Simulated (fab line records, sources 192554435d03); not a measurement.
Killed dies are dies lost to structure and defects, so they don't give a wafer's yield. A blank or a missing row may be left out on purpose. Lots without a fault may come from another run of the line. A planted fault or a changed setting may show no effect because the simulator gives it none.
A struck lot beside a sound one | flow n5_finfet | 25 steps out of a route of 1938
Sound: wafers L657.2, L657.3, L657.5. Struck: wafers L672.2, L672.3. (L672.5 of the same lot was not struck and is left out.) The cause comes at the end.
At each step with rows: each side's tool, then ch and its chambers, then its first start. Under that, the readings that differ: sound wafers | struck wafers | difference of the means | sigmas: that difference in standard deviations of wafers without a fault.
alike: readings whose means differ by less than 2 such deviations, and words and numbers that are the same on both sides. not compared: withheld readings, readings that some wafer has no value for, bounds like >300 that may hide the same value, and numbers for which the record gives no deviation and whose values overlap.
The two part at a step that has a row with sigmas, a row that says differs or no value, or rows on one side only. Numbers that don't overlap but have no deviation are shown without sigmas and don't part them. A reading that every wafer of one side lacks parts them only if that side has two wafers or more.

first, 1 step without rows for these wafers: N5_BEOL_M12_HARDBAKE_32 (time 120 s).
N5_BEOL_M12_CD_MEAS_28: target cd 160.2 nm.
  sound on cd_sem-03 ch 0, day 11 07:25; struck on cd_sem-01 ch 0, day 15 04:35
  alike: cd_nm
N5_BEOL_M12_OVL_MEAS_29:
  sound on overlay-02 ch 0, day 11 07:27; struck on overlay-02 ch 0, day 15 04:37
  alike: M12_OVL
N5_BEOL_M12_INSPECT_30: inspects for defects (macro).
  sound on defect_inspect-01, day 11 07:29; struck on defect_inspect-02, day 15 04:38
  alike: raw_defect_count
then, 1 step without rows for these wafers: N5_BEOL_M12_DESCUM_33 (chemistry O2, time 7.9 s).
N5_BEOL_M12_ETCH_67: etches SiARC in CF4, target depth 143 nm, time 238.3 s.
  sound on rie_diel-02 ch 1,2, day 11 07:33; struck on rie_diel-04 ch 1,2, day 15 04:42
  alike: cf4_flow_sccm, drypump_motor_current_A, etch_rf_on_time_s, oes_product_au, rf_fwd_power_W, rf_vpp_V, showerhead_plenum_p_Torr, throttle_valve_pct
  not compared: rf_hours_counter_h
then, 2 steps without rows for these wafers: N5_BEOL_M12_ETCH_68 (etches SOC in N2/H2, time 285 s); N5_BEOL_M12_STRIP_69 (strips in N2/H2).
N5_BEOL_M12_TRENCH_ETCH_34: etches SiOC in C4F8/O2/Ar, target depth 318.95 nm, time 125.5 s.
  sound on rie_diel-02 ch 1,2, day 11 07:52; struck on rie_diel-04 ch 1,2, day 15 05:02
  alike: drypump_motor_current_A, oes_product_au, rf_fwd_power_W, rf_vpp_V, showerhead_plenum_p_Torr, throttle_valve_pct
  not compared: rf_hours_counter_h
then, 1 step without rows for these wafers: N5_BEOL_M12_STRIP_70 (strips in C4F8/O2/Ar).
N5_BEOL_M12_OCD_MEAS_35:
  sound on ocd-01, day 11 08:02; struck on ocd-02, day 15 05:11
  alike: trench_depth_nm
then, 1 step without rows for these wafers: N5_BEOL_M12_STRIP_37 (strips in N2/H2).
N5_BEOL_M12_ETCH_38: etches SiCN in CF4/N2, target depth 68.7 nm, time 73.4 s.
  sound on rie_diel-06 ch 0,1,2, day 11 09:34; struck on rie_diel-06 ch 0,3, day 15 07:02
  reading                  | sound             | struck      | difference                    | sigmas
  cf4_flow_sccm (sccm)     | 59.64 59.98 59.75 | 60.00 60.36 | +0.39                         | +2
  rf_fwd_power_W (W)       | 427.9 425.6 424.9 | - -         | no value on the struck wafers |
  model.etch.depth_nm (nm) | 58.12 58.09 55.95 | 39.04 38.46 | -18.64                        |
  alike: drypump_motor_current_A, oes_product_au, rf_vpp_V, showerhead_plenum_p_Torr, throttle_valve_pct
  not compared: rf_hours_counter_h, model.SiOC_of_BEOL_M12_ILD_DEP_00.thk_nm
then, 2 steps without rows for these wafers: N5_BEOL_M12_PRECLEAN_39 (cleans in residue remover, time 60 s); N5_BEOL_M12_SRD_40 (time 30 s, dry time 30 s).
N5_BEOL_M12_DEGAS_41: time 60 s.
  sound on pvd_sputter-03, day 11 09:53; struck on pvd_sputter-03, day 15 07:17
  alike: heater_power_w
N5_BEOL_M12_PRE_CLEAN_42: time 30 s.
  sound on pvd_sputter-03, day 11 09:56; struck on pvd_sputter-03, day 15 07:20
  alike: heater_power_w
then, 1 step without rows for these wafers: N5_BEOL_M12_SPUTTER_43 (material TaN, target thk 15 nm, time 24.19 s).
N5_BEOL_M12_SPUTTER_44: material Ta, target thk 10 nm, time 16.13 s.
  sound on pvd_sputter-03, day 11 10:03; struck on pvd_sputter-03, day 15 07:27
  alike: bias_v, throttle_valve_pct
then, 3 steps without rows for these wafers: N5_BEOL_M12_SPUTTER_45 (material Cu, target thk 80 nm, time 13.33 s); N5_BEOL_M12_ECD_47 (material Cu, target thk 720 nm); N5_BEOL_M12_ANNEAL_48 (time 90 s).
N5_BEOL_M12_CMP_49: polishes, stops on SiOC, t overpolish 20.6 s, target thk 320 nm.
  sound on cmp-01 ch 0,2, day 11 10:53; struck on cmp-04 ch 0,1, day 15 08:08
  alike: barrier_field_endpoint_s, motor_current_A, overpolish_run_s
  not compared: model.SiOC_of_BEOL_M12_ILD_DEP_00.thk_nm
N5_BEOL_M12_THK_MEAS_50: measures by xrf.
  sound on film_metro-01, day 11 11:11; struck on film_metro-02, day 15 08:23
  alike: M12_THK
N5_PASSIVATION_PROBE_49:
  the record has rows for the sound wafers here (prober-02, day 12 19:03) and none for the struck ones

WHERE THEY PART
First at N5_BEOL_M12_ETCH_38; last, within this record, at N5_PASSIVATION_PROBE_49.

WHY: what the simulator had put in
Process parameter drift: rie_diel-06, from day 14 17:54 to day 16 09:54, at N5_BEOL_M12_ETCH_38. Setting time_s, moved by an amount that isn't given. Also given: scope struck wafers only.
